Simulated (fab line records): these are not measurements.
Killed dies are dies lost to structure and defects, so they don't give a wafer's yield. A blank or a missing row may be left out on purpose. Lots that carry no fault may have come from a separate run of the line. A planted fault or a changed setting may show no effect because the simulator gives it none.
Chamber matching -- flow nandHarc -- NHARC_A_CONTACT_DEP_29 on pecvd-02 has 3 sister chambers
The step deposits SiON, target thk 70 nm. 3 wafers are shown with their chamber, then 8 later ones without.

## WAFERS PAIRED WITH THEIR CHAMBERS
wafer,chamber,heaterPowerW (W)
L086.3,2,939
L086.6,1,753
L088.2,0,750

## WAFERS WITHOUT THEIR CHAMBER
wafer,heaterPowerW (W)
L088.5,893
L088.6,761
L091.2,882
L091.3,772
L091.4,889
L090.1,763
L090.3,816
L090.4,819

## WHICH CHAMBER EACH ONE RAN IN
wafer,from the rows above,in truth
L088.5,2,2
L088.6,can't be placed: 1 or 0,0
L091.2,can't be placed: 2 or 1 or 0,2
L091.3,can't be placed: 1 or 0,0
L091.4,can't be placed: 2 or 1 or 0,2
L090.1,can't be placed: 1 or 0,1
L090.3,can't be placed: 1 or 0 or 2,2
L090.4,can't be placed: 1 or 0 or 2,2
Placed correctly: 1 of 8. Unplaceable from these rows: 7, with the true chamber sitting among the candidates in 7. Number placed wrongly: 0.
How it was worked out, from the rows above alone: a wafer's distance from a chamber is the root of the sum, over the readings, of the square of ((its reading less the chamber's mean) divided by the reading's scatter). The wafer belongs to the nearest chamber; if the next one is less than 2 further off, it can't be placed. For every chamber, the mean is computed from those of its wafers that are shown. The scatter: root of mean squared gap, hidden wafer to nearest shown wafer, with one shown wafer a chamber.
